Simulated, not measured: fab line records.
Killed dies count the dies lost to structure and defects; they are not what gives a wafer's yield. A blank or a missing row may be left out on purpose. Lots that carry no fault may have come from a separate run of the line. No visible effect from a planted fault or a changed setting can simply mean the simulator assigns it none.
fab line records	flow n5_finfet
record: lots: 6	wafers: 17	last_day: 17
route steps=1938 shown BEOL_M4@1108 BEOL_M5@1112 PASSIVATION@1936
lots with no fault: from the same line, run without faults
start_h: the number of hours between the record's first day and the start of the first shown wafer of the lot	wait_h: how many hours have passed since the lot's step before this one	" the same as in the row above	L1.1+2: a row that stands for several wafers	- no value, or no start given	* or withheld: withheld	< > ~ a bound
route shown NAME@n: names a module that has steps shown in the file, with the first one's number in the route	usual: mean and standard deviation over wafers with no fault	same: alike in all rows	chamber/n: place in a boat	sites: readings site by site	_std_site: how widely they spread, as a standard deviation	_edge_site: mean of outer sites minus mean of inner sites	radius_mm: how far each site lies from the wafer's centre	mask NAME#n: copy n	behind: the tool/chamber that last shaped the wafer	hold: cause of the lot's hold/its duration in hours/its outcome	device: names the non-switching transistor (n, p or np)	end of line: the tests these same wafers got at the end of their route	where a step has no rows: the recipe by itself	killed: at the first sort, the dies lost to defects and structure; wafer yield is something else	map: dies across one wafer; x = killed, . = not, _ = none there
set.NAME: the setting the step ran with; set.NAME@STEP: the setting that earlier step ran with	model.NAME: the simulator's own value behind a step, which no gauge read
certain route steps with their lots: each step a table, each wafer a row
services: the hour from which a tool's chamber was out of use, counted from the record's first day as start_h (under 0 if before that day), plus the number of hours and why
== steps ==
step: N5_BEOL_M4_DEP_57
recipe: material: SiCN	target_thk_a: 80	temp_c: withheld	precursor: 3MS/NH3	pressure_torr: 3	rf_w: 202	time_s: 14
usual: showerhead_plenum_p_Torr: 3.667/0.011	throttle_valve_pct: 9.1/0.46
lot.wafer	tool	chamber	start_h	wait_h	showerhead_plenum_p_Torr	throttle_valve_pct
L458.2	pecvd-03	1	212.23	0.0	3.661	9.4
L458.5	"	1	"	"	3.660	9.3
L458.6	"	0	"	"	3.665	9.0
L459.3	pecvd-01	1	216.14	0.0	3.657	9.8
L459.5	"	1	"	"	3.681	9.9
L465.1	pecvd-03	2	267.82	0.0	3.655	8.5
L465.2	"	1	"	"	3.663	9.2
L465.5	"	0	"	"	3.666	9.0
L464.2	pecvd-01	2	268.03	0.0	3.674	8.6
L464.3	"	2	"	"	3.666	8.7
L464.4	"	0	"	"	3.667	9.5
L470.1	pecvd-01	2	276.42	0.0	3.687	9.0
L470.4	"	2	"	"	3.674	8.3
L470.6	"	2	"	"	3.662	8.7
L471.1	pecvd-03	0	295.61	0.0	3.658	8.7
L471.2	"	1	"	"	3.657	9.2
L471.3	"	2	"	"	3.652	8.3
step: N5_BEOL_M4_RS_MEAS_58
recipe: thk_meas_gauge: four-point-probe	reads: Co_of_BEOL_M4_CO_CAP_55+Cu_of_BEOL_M4_ECD_50+Co_of_BEOL_M4_CVD_47+TaN_of_BEOL_M4_ALD_84
usual: M4_RS: 0.66/0.049
lot.wafer	tool	chamber	start_h	wait_h	M4_RS[ohm/sq]
L458.2	film_metro-01	-	212.30	0.1	0.69
L458.5	"	-	"	"	0.69
L458.6	"	-	"	"	0.72
L459.3	film_metro-01	-	216.21	0.1	0.70
L459.5	"	-	"	"	0.65
L465.1	film_metro-01	-	267.89	0.0	0.62
L465.2	"	-	"	"	0.60
L465.5	"	-	"	"	0.67
L464.2	film_metro-02	-	268.11	0.1	0.66
L464.3	"	-	"	"	0.68
L464.4	"	-	"	"	0.63
L470.1	film_metro-01	-	276.51	0.1	0.69
L470.4	"	-	"	"	0.66
L470.6	"	-	"	"	0.68
L471.1	film_metro-02	-	295.68	0.0	0.57
L471.2	"	-	"	"	0.69
L471.3	"	-	"	"	0.70
step: N5_BEOL_M4_INSPECT_59
recipe: inspect_instrument: darkfield	mode: post_dep
usual: raw_defect_count: 77/26
lot.wafer	tool	chamber	start_h	wait_h	raw_defect_count
L458.2	defect_inspect-01	-	212.32	0.0	50
L458.5	"	-	"	"	53
L458.6	"	-	"	"	74
L459.3	defect_inspect-01	-	216.24	0.0	64
L459.5	"	-	"	"	70
L465.1	defect_inspect-01	-	267.92	0.0	39
L465.2	"	-	"	"	96
L465.5	"	-	"	"	58
L464.2	defect_inspect-01	-	268.14	0.0	70
L464.3	"	-	"	"	45
L464.4	"	-	"	"	44
L470.1	defect_inspect-02	-	276.53	0.0	64
L470.4	"	-	"	"	89
L470.6	"	-	"	"	84
L471.1	defect_inspect-01	-	295.70	0.0	58
L471.2	"	-	"	"	66
L471.3	"	-	"	"	65
step: N5_BEOL_M4_RC_MEAS_101
usual: DIBL_N: 36.0/2	DIBL_P: 35.9/2.5	IOFF_N: 0.16/0.038	IOFF_P: 0.21/0.04	ION_N: 675/14	ION_P: 462/9.4	SS_N: 71.5/0.75	SS_P: 73.2/0.74	VT_N: 250/3.9	VT_P: -251/3.2
lot.wafer	tool	chamber	start_h	wait_h	DIBL_N[mV/V]	DIBL_P[mV/V]	IOFF_N[nA/um]	IOFF_P[nA/um]	ION_N[uA/um]	ION_P[uA/um]	SS_N[mV/dec]	SS_P[mV/dec]	VT_N[mV]	VT_P[mV]
L458.2	prober-02	0	212.50	0.2	39.8	37.9	0.24	0.31	702	481	72.4	73.9	243	-243
L458.5	"	0	"	"	39.0	38.8	0.23	0.35	714	496	71.3	73.9	244	-241
L458.6	"	0	"	"	32.1	29.1	0.09	0.15	659	465	70.7	71.1	257	-249
L459.3	prober-01	0	216.57	0.3	36.9	36.2	0.16	0.19	664	446	72.3	73.2	251	-255
L459.5	"	0	"	"	33.9	34.4	0.12	0.16	653	451	71.8	72.8	253	-258
L465.1	prober-01	0	267.94	0.0	36.5	35.5	0.16	0.18	661	451	71.1	72.7	249	-250
L465.2	"	0	"	"	32.4	33.8	0.12	0.18	688	483	70.5	72.6	251	-251
L465.5	"	0	"	"	35.1	36.1	0.15	0.20	675	463	70.7	72.5	248	-251
L464.2	prober-02	0	268.32	0.2	36.9	36.9	0.18	0.22	697	472	71.6	73.8	246	-252
L464.3	"	0	"	"	32.7	33.5	0.11	0.17	658	455	71.0	72.2	254	-252
L464.4	"	0	"	"	35.4	36.4	0.16	0.22	678	463	71.3	73.5	250	-251
L470.1	prober-01	0	276.56	0.0	35.5	36.7	0.14	0.21	681	474	70.7	73.0	253	-249
L470.4	"	0	"	"	36.1	37.4	0.15	0.21	677	469	71.4	73.4	250	-250
L470.6	"	0	"	"	34.8	36.1	0.13	0.19	671	464	71.2	73.0	255	-250
L471.1	prober-01	0	295.73	0.0	38.2	37.8	0.19	0.24	693	472	72.2	73.3	247	-250
L471.2	"	0	"	"	35.3	35.8	0.12	0.22	653	462	70.7	73.6	254	-250
L471.3	"	0	"	"	38.5	37.4	0.18	0.24	668	457	72.6	73.9	251	-250
step: N5_BEOL_M5_ILD_DEP_00
recipe: material: SiCOH_lowk	target_thk_a: 1406.4	temp_c: 300	precursor: DEMS/porogen	pressure_torr: 5	rf_w: 500	time_s: 25.9
usual: heater_power_w: 299/63	showerhead_plenum_p_Torr: 5.739/0.014	throttle_valve_pct: 13.9/0.7
lot.wafer	tool	chamber	start_h	wait_h	heater_power_w	showerhead_plenum_p_Torr	throttle_valve_pct
L458.2	pecvd-03	1	213.31	0.7	258	5.743	14.0
L458.5	"	1	"	"	256	5.745	14.1
L458.6	"	0	"	"	273	5.732	13.4
L459.3	pecvd-04	1	217.24	0.5	325	5.739	14.2
L459.5	"	0	"	"	308	5.733	14.8
L465.1	pecvd-04	2	268.90	0.8	320	5.778	13.1
L465.2	"	1	"	"	291	5.725	14.1
L465.5	"	1	"	"	301	5.744	14.4
L464.2	pecvd-03	1	269.13	0.7	236	5.732	14.2
L464.3	"	0	"	"	287	5.741	13.6
L464.4	"	1	"	"	231	5.734	14.1
L470.1	pecvd-03	0	277.52	0.8	236	5.733	13.4
L470.4	"	1	"	"	250	5.732	14.0
L470.6	"	0	"	"	239	5.742	13.7
L471.1	pecvd-02	2	296.69	0.8	369	5.727	13.6
L471.2	"	0	"	"	420	5.749	15.1
L471.3	"	1	"	"	259	5.744	14.9
step: N5_BEOL_M5_CURE_79
recipe: temp_c: 385	time_s: 240	ambient: He/Ar	material: SiCOH_lowk
usual: lamp_power_pct: 52.32/0.058	wafer_temp_C_max: 387.1/0.89
lot.wafer	tool	chamber	start_h	wait_h	lamp_power_pct	wafer_temp_C_max
L458.2	uv_cure-02	1	213.45	0.1	52.37	386.0
L458.5	"	1	"	"	52.24	386.5
L458.6	"	1	"	"	52.29	386.2
L459.3	uv_cure-02	1	217.46	0.2	52.38	386.6
L459.5	"	1	"	"	52.23	386.7
L465.1	uv_cure-02	0	268.98	0.1	52.37	386.2
L465.2	"	0	"	"	52.28	386.2
L465.5	"	0	"	"	52.28	386.2
L464.2	uv_cure-01	2	269.27	0.1	52.38	386.3
L464.3	"	2	"	"	52.35	386.9
L464.4	"	2	"	"	52.37	386.9
L470.1	uv_cure-03	2	277.58	0.0	52.31	387.6
L470.4	"	2	"	"	52.27	388.1
L470.6	"	2	"	"	52.39	388.2
L471.1	uv_cure-02	2	296.75	0.0	52.26	386.7
L471.2	"	2	"	"	52.34	387.0
L471.3	"	2	"	"	52.36	387.0
step: N5_BEOL_M5_THK_MEAS_01
recipe: reads: SiCOH_lowk_of_BEOL_M5_ILD_DEP_00
usual: M5_ILD_THK: 121.6/1.6
lot.wafer	tool	chamber	start_h	wait_h	M5_ILD_THK[nm]
L458.2	film_metro-01	-	213.88	0.4	121.7
L458.5	"	-	"	"	122.8
L458.6	"	-	"	"	121.6
L459.3	film_metro-01	-	217.82	0.3	124.7
L459.5	"	-	"	"	122.5
L464.2	film_metro-01	-	269.70	0.4	120.0
L464.3	"	-	"	"	121.5
L464.4	"	-	"	"	123.1
L465.1	film_metro-02	-	270.94	1.6	119.5
L465.2	"	-	"	"	122.6
L465.5	"	-	"	"	121.6
L470.1	film_metro-02	-	278.09	0.4	122.3
L470.4	"	-	"	"	123.2
L470.6	"	-	"	"	124.3
L471.1	film_metro-02	-	297.27	0.4	119.2
L471.2	"	-	"	"	120.0
L471.3	"	-	"	"	120.8
step: N5_BEOL_M5_PECVD_70
recipe: material: SiO2	target_thk_a: 160	temp_c: 400	precursor: TEOS/O2	pressure_torr: 5.5	rf_w: 450	teos_flow_sccm: 53.8	gas: O2	flow_sccm: 3000	time_s: 18
step: N5_BEOL_M5_HM_DEP_02
recipe: material: TiN	target_thk_a: 200	temp_c: 25	chamber_pressure_pa: 0.49996
usual: chamber_pressure_pa: 0.4999/0.00099	throttle_valve_pct: 29.8/0.91
lot.wafer	tool	chamber	start_h	wait_h	chamber_pressure_pa	throttle_valve_pct
L458.2	pvd_sputter-02	-	215.54	1.6	0.4984	31.2
L458.5	"	-	"	"	0.4993	30.2
L458.6	"	-	"	"	0.4991	29.4
L459.3	pvd_sputter-03	-	217.93	0.1	0.5019	29.8
L459.5	"	-	"	"	0.5007	31.6
L464.2	pvd_sputter-01	-	271.87	2.1	0.4988	30.3
L464.3	"	-	"	"	0.4997	28.3
L464.4	"	-	"	"	0.4994	29.3
L465.1	pvd_sputter-01	-	272.39	1.4	0.5002	30.5
L465.2	"	-	"	"	0.5000	28.1
L465.5	"	-	"	"	0.5009	28.8
L470.1	pvd_sputter-03	-	280.03	1.9	0.4994	30.1
L470.4	"	-	"	"	0.5019	29.5
L470.6	"	-	"	"	0.5014	30.3
L471.1	pvd_sputter-02	-	298.94	1.6	0.5001	29.3
L471.2	"	-	"	"	0.4981	29.3
L471.3	"	-	"	"	0.4996	31.1
step: N5_BEOL_M5_COAT_59
recipe: resist: SOC	temp_c: 250	time_s: 60	spin_rpm: 1500	resist_thk_nm: 60
step: N5_BEOL_M5_COAT_60
recipe: resist: SiARC	temp_c: 220	time_s: 60	spin_rpm: 1500	resist_thk_nm: 12
step: N5_BEOL_M5_COAT_71
recipe: resist: underlayer	temp_c: 205	time_s: 60	spin_rpm: 1500	resist_thk_nm: 5
step: N5_BEOL_M5_COAT_05
recipe: resist: CAR-EUV	spin_rpm: 1500	resist_thk_nm: 30
usual: exhaust_pa: 45.0/0.88	spin_speed_rpm: 1499.9/0.9
lot.wafer	tool	chamber	start_h	wait_h	exhaust_pa	spin_speed_rpm	model.CAR-EUV_of_BEOL_M5_COAT_05.thk_nm
L458.2	litho_track-02	0	215.68	-	44.5	1499.3	30
L458.5	"	0	"	"	45.6	1499.6	29.8
L458.6	"	0	"	"	44.8	1500.7	30
L459.3	litho_track-05	0	218.07	-	45.2	1501.4	29.8
L459.5	"	0	"	"	45.4	1499.8	30
L464.2	litho_track-02	0	272.01	-	43.5	1788.7	27.4
L464.3	"	0	"	"	44.9	1790.4	27.4
L464.4	"	0	"	"	45.4	1789.3	27.6
L465.1	litho_track-02	0	272.53	-	44.0	1790.7	27.6
L465.2	"	0	"	"	45.8	1788.6	27.6
L465.5	"	0	"	"	45.5	1788.3	27.6
L470.1	litho_track-01	0	280.17	-	43.8	1500.4	30
L470.4	"	0	"	"	43.6	1498.6	30
L470.6	"	0	"	"	45.3	1500.5	30
L471.1	litho_track-05	0	299.07	-	45.4	1501.3	30
L471.2	"	0	"	"	45.9	1499.2	30
L471.3	"	0	"	"	45.2	1501.2	30
step: N5_BEOL_M5_EBR_07
recipe: solvent: PGMEA	ebr_width_mm: 1.5
step: N5_BEOL_M5_SOFTBAKE_06
recipe: temp_c: 110	time_s: 60	resist: CAR-EUV
step: N5_BEOL_M5_EXPOSE_08
recipe: mask_id: M5	na: 0.33	source_shape: annular	sigma_inner: 0.4	sigma_outer: 0.8	polarization: unpolarized	target_cd_nm: 28	dose_mj: 35.75
step: N5_BEOL_M5_PEB_09
recipe: peb_temp_c: 100	peb_time_s: 60	resist: CAR-EUV
step: N5_BEOL_M5_DEVELOP_10
recipe: develop_time_s: 30	developer: TMAH	resist: CAR-EUV	rinse_liquid: surfactant_rinse	dry: air_spin	dev_temp_c: 23
step: N5_BEOL_M5_CD_MEAS_11
recipe: target_cd_nm: 27.74	landing_energy_ev: 500	detector: se_inlens
usual: cd_nm: 27.98/0.26
lot.wafer	tool	chamber	start_h	wait_h	cd_nm
L458.2	cd_sem-03	0	216.06	-	28.24
L458.5	"	0	"	"	27.72
L458.6	"	0	"	"	27.90
L459.3	cd_sem-03	0	218.33	-	28.14
L459.5	"	0	"	"	27.63
L464.2	cd_sem-03	0	272.27	-	28.06
L464.3	"	0	"	"	28.20
L464.4	"	0	"	"	28.77
L465.1	cd_sem-01	0	272.91	-	27.70
L465.2	"	0	"	"	27.78
L465.5	"	0	"	"	28.02
L470.1	cd_sem-01	0	280.42	-	28.21
L470.4	"	0	"	"	28.39
L470.6	"	0	"	"	28.06
L471.1	cd_sem-03	0	299.45	-	27.98
L471.2	"	0	"	"	28.04
L471.3	"	0	"	"	28.47
step: N5_BEOL_M5_OVL_MEAS_12
recipe: points_per_wafer: 522
usual: M5_OVL: 0.1/0.77
same: points_per_wafer: 522
lot.wafer	tool	chamber	start_h	wait_h	M5_OVL[nm]
L458.2	overlay-02	0	216.09	0.0	-1.1
L458.5	"	0	"	"	-0.2
L458.6	"	0	"	"	-0.8
L459.3	overlay-01	0	218.37	0.0	0.6
L459.5	"	0	"	"	-0.4
L464.2	overlay-02	0	272.30	0.0	0.7
L464.3	"	0	"	"	0.5
L464.4	"	0	"	"	-0.3
L465.1	overlay-01	0	272.94	0.0	0.3
L465.2	"	0	"	"	0.2
L465.5	"	0	"	"	-0.6
L470.1	overlay-01	0	280.45	0.0	-0.8
L470.4	"	0	"	"	-0.4
L470.6	"	0	"	"	-0.3
L471.1	overlay-01	0	299.48	0.0	-0.5
L471.2	"	0	"	"	0.6
L471.3	"	0	"	"	-1.1
step: N5_BEOL_M5_INSPECT_13
recipe: mode: adi	inspect_instrument: brightfield
usual: raw_defect_count: 425/91
lot.wafer	tool	chamber	start_h	wait_h	raw_defect_count
L458.2	defect_inspect-01	-	216.15	0.0	541
L458.5	"	-	"	"	355
L458.6	"	-	"	"	369
L459.3	defect_inspect-01	-	218.41	0.0	627
L459.5	"	-	"	"	500
L464.2	defect_inspect-01	-	272.35	0.0	441
L464.3	"	-	"	"	565
L464.4	"	-	"	"	576
L465.1	defect_inspect-02	-	273.00	0.1	274
L465.2	"	-	"	"	336
L465.5	"	-	"	"	314
L470.1	defect_inspect-02	-	280.51	0.1	428
L470.4	"	-	"	"	341
L470.6	"	-	"	"	355
L471.1	defect_inspect-01	-	299.54	0.1	290
L471.2	"	-	"	"	334
L471.3	"	-	"	"	406
step: N5_BEOL_M5_DESCUM_16
recipe: chemistry: O2	time_s: 7	source_power_w: 50	bias_power_w: 20	pressure_mtorr: 20	rf_frequency_hz: 2.712e+07	temp_c: 40	resist: CAR-EUV	o2_flow_sccm: 225
usual: bias_power_w: 20.00/0.06	drypump_motor_current_A: 5.5/0.32	oes_product_au: 0.78/0.097	rf_vpp_V: 243.5/1.1	showerhead_plenum_p_Torr: 2.11/0.048	temp_c: 39.98/0.11	throttle_valve_pct: 20.54/0.25
lot.wafer	tool	chamber	start_h	wait_h	bias_power_w	drypump_motor_current_A	oes_product_au	rf_hours_counter_h	rf_vpp_V	showerhead_plenum_p_Torr	temp_c	throttle_valve_pct	model.CAR-EUV_of_BEOL_M5_COAT_05.thk_nm
L458.2	rie_diel-02	2	216.28	0.1	20.10	5.7	1.00	1	244.6	2.11	40.01	19.85	26
L458.5	"	0	"	"	19.97	5.8	0.86	-	244.2	2.14	40.01	20.43	26
L458.6	"	3	"	"	20.05	5.8	0.70	-	242.9	2.06	40.11	20.78	26
L459.3	rie_diel-02	2	218.45	0.0	19.97	5.7	0.99	2	244.1	2.11	40.09	19.86	26
L459.5	"	0	"	"	19.97	5.8	0.86	-	244.7	2.14	39.68	20.43	26.2
L464.2	rie_diel-02	0	272.39	0.0	20.02	5.8	0.85	71	243.0	2.13	39.95	20.46	23.6
L464.3	"	1	"	"	19.94	5.9	0.69	240	243.1	2.09	40.17	20.55	23.6
L464.4	"	1	"	"	19.97	5.9	0.70	-	241.8	2.09	40.12	20.53	23.6
L465.1	rie_diel-02	0	273.03	0.0	20.08	5.9	0.84	71	243.8	2.13	39.77	20.45	23.8
L465.2	"	2	"	"	19.95	5.6	0.93	20	244.8	2.10	39.97	19.86	23.6
L465.5	"	0	"	"	19.86	5.8	0.84	-	243.6	2.14	39.94	20.47	23.8
L470.1	rie_diel-01	1	280.55	0.0	20.04	5.5	0.72	193	243.5	2.15	39.97	20.44	26
L470.4	"	2	"	"	19.95	5.8	0.70	-	243.2	2.04	40.11	20.70	26.2
L470.6	"	0	"	"	20.02	5.3	0.86	-	244.1	2.13	39.81	20.72	26.2
L471.1	rie_diel-06	2	299.58	0.0	20.08	5.0	0.83	99	242.8	2.14	40.04	20.57	26
L471.2	"	3	"	"	19.96	4.9	1.02	1	246.0	2.23	39.82	20.60	26
L471.3	"	1	"	"	19.98	6.0	0.68	249	243.4	2.16	39.98	20.86	26
step: N5_BEOL_M5_ETCH_72
recipe: chemistry: N2/H2	target: underlayer	target_depth_a: 65	mask_material: CAR-EUV	time_s: 5.2	ion_energy_ev: 200	pressure_mtorr: 30	source_w: 840	bias_w: 150	n2_flow_sccm: 200	h2_flow_sccm: 200	ends: cleared
usual: bias_w: 150.0/0.43	drypump_motor_current_A: 5.6/0.32	etch_rf_on_time_s: 5.21/0.16	oes_product_au: 0.66/0.077	rf_vpp_V: 524.5/2	showerhead_plenum_p_Torr: 2.55/0.057	throttle_valve_pct: 17.9/0.31
lot.wafer	tool	chamber	start_h	wait_h	bias_w	drypump_motor_current_A	etch_rf_on_time_s	oes_product_au	rf_hours_counter_h	rf_vpp_V	showerhead_plenum_p_Torr	throttle_valve_pct
L458.2	rie_diel-02	2	216.31	0.0	149.3	5.7	5.17	0.85	1	527.6	2.58	17.3
L458.5	"	0	"	"	150.4	5.9	5.45	0.71	-	528.0	2.56	17.5
L458.6	"	3	"	"	149.1	5.7	5.27	0.59	-	525.4	2.50	18.2
L459.3	rie_diel-02	2	218.48	0.0	149.9	5.7	5.21	0.84	2	527.4	2.57	17.3
L459.5	"	0	"	"	149.6	5.8	5.41	0.72	-	524.5	2.56	17.5
L464.2	rie_diel-02	0	272.42	0.0	150.0	5.8	5.48	0.69	71	525.2	2.55	17.5
L464.3	"	1	"	"	150.6	5.9	5.37	0.59	240	523.3	2.50	17.7
L464.4	"	1	"	"	150.9	5.9	5.36	0.58	-	522.5	2.50	17.7
L465.1	rie_diel-02	0	273.07	0.0	150.1	5.8	5.40	0.70	71	522.9	2.55	17.5
L465.2	"	2	"	"	150.3	5.7	5.23	0.78	20	525.8	2.57	17.3
L465.5	"	0	"	"	150.0	5.8	5.43	0.71	-	526.3	2.55	17.5
L470.1	rie_diel-01	1	280.58	0.0	149.4	5.5	5.50	0.61	193	526.0	2.62	18.0
L470.4	"	2	"	"	150.4	5.9	5.27	0.59	-	523.5	2.50	18.4
L470.6	"	0	"	"	149.8	5.3	5.11	0.71	-	523.0	2.56	17.9
L471.1	rie_diel-06	2	299.61	0.0	149.9	5.1	4.89	0.72	99	524.0	2.56	17.8
L471.2	"	3	"	"	150.3	4.9	4.98	0.87	1	526.7	2.69	17.8
L471.3	"	1	"	"	150.0	5.9	5.14	0.57	249	526.8	2.62	18.3
step: N5_PASSIVATION_PROBE_49
usual: defect_limited_yield: 91.3/1.5	killed_at_M0_to_M3: 33/12	killed_at_M4_up: 15/5.2	killed_at_contacts: 12/5.1	killed_at_front_end: 39/11	killed_at_other: 5/3.6	killed_dies: 103/18	killed_open: 67/13	killed_short: 33/7.8	sort_bin_5_function: 5.1/0.96	sort_bin_6_memory: 3.2/0.71	sort_n_pass: 1077/18	sort_yield_pct: 91.3/1.5
same: gross_dies: 1180	killed_at_back_side: 0	sort_bin_4_leakage[%]: 0	sort_bin_8_speed[%]: 0
lot.wafer	tool	chamber	start_h	wait_h	defect_limited_yield[%]	killed_at_M0_to_M3	killed_at_M4_up	killed_at_contacts	killed_at_front_end	killed_at_other	killed_dies	killed_open	killed_short	sort_bin_5_function[%]	sort_bin_6_memory[%]	sort_n_pass	sort_yield_pct[%]
L465.2	prober-02	-	366.18	0.1	91.1	38	10	15	33	9	105	68	32	5.2	3.3	1075	91.1
killed by level:class
L465.2 MOL_CONTACT_COAG:geometric_particle:open=13 BEOL_M3:geometric_particle:open=13 FIN_SAQP:geometric_particle:open=8 BEOL_M2:geometric_particle:open=8 STI_FIN_REVEAL:geometric_particle:open=6 FIN_SAQP:geometric_particle:short=4 BEOL_M3:geometric_particle:short=4 STARTING-WAFER:geometric_particle:short=4
== services ==
tool	chamber	start_h	hours	kind
rie_diel-02	2	196.07	-	clean
rie_diel-02	2	196.07	-	consumable_replace:focus_ring
rie_diel-02	2	196.07	16.8	scheduled_down
rie_diel-02	2	196.07	16.8	vent_cycle
pecvd-02	-	199.08	14.6	pm
rie_diel-01	2	220.13	3.2	repair
uv_cure-02	-	220.88	7.5	pm
uv_cure-03	-	221.77	2.8	pm
uv_cure-03	-	225.99	0.6	repair
uv_cure-02	-	228.57	1.0	pm
rie_diel-02	3	236.85	-	clean
rie_diel-02	3	236.85	-	consumable_replace:focus_ring
rie_diel-02	3	236.85	19.3	scheduled_down
rie_diel-02	3	236.85	19.3	vent_cycle
uv_cure-03	-	242.40	13.2	repair
pecvd-01	1	246.46	25.7	repair
pecvd-03	-	250.52	2.8	pm
rie_diel-02	3	266.56	10.3	repair
uv_cure-01	-	270.59	1.0	pm
rie_diel-06	3	276.06	-	clean
rie_diel-06	3	276.06	-	consumable_replace:focus_ring
rie_diel-06	3	276.06	-	consumable_replace:showerhead
rie_diel-01	3	276.92	-	clean
uv_cure-01	-	282.47	1.0	repair
== key ==
first_sign: step: N5_BEOL_M5_COAT_05	reading: spin_speed_rpm	direction: up	sigmas: 99+	usual: *	struck: *
effect none on later readings
model_effect: step: N5_BEOL_M5_COAT_05	value: CAR-EUV_of_BEOL_M5_COAT_05.thk_nm	without: 30.07	struck: 27.53
model_effect: step: N5_BEOL_M5_DESCUM_16	value: CAR-EUV_of_BEOL_M5_COAT_05.thk_nm	without: 26.2	struck: 23.67
met_at N5_BEOL_M5_COAT_05
struck_wafers L464.2,L464.3,L464.4,L465.1,L465.2,L465.5
onset_between 215.68 272.01
fault: kind: process_parameter_drift	tool: litho_track-02	chamber: -	onset_h: 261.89	steps: N5_BEOL_M5_COAT_05	channel: spin_rpm	offset: *	shape: step	end_h: 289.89	acts_in: *	stated: *
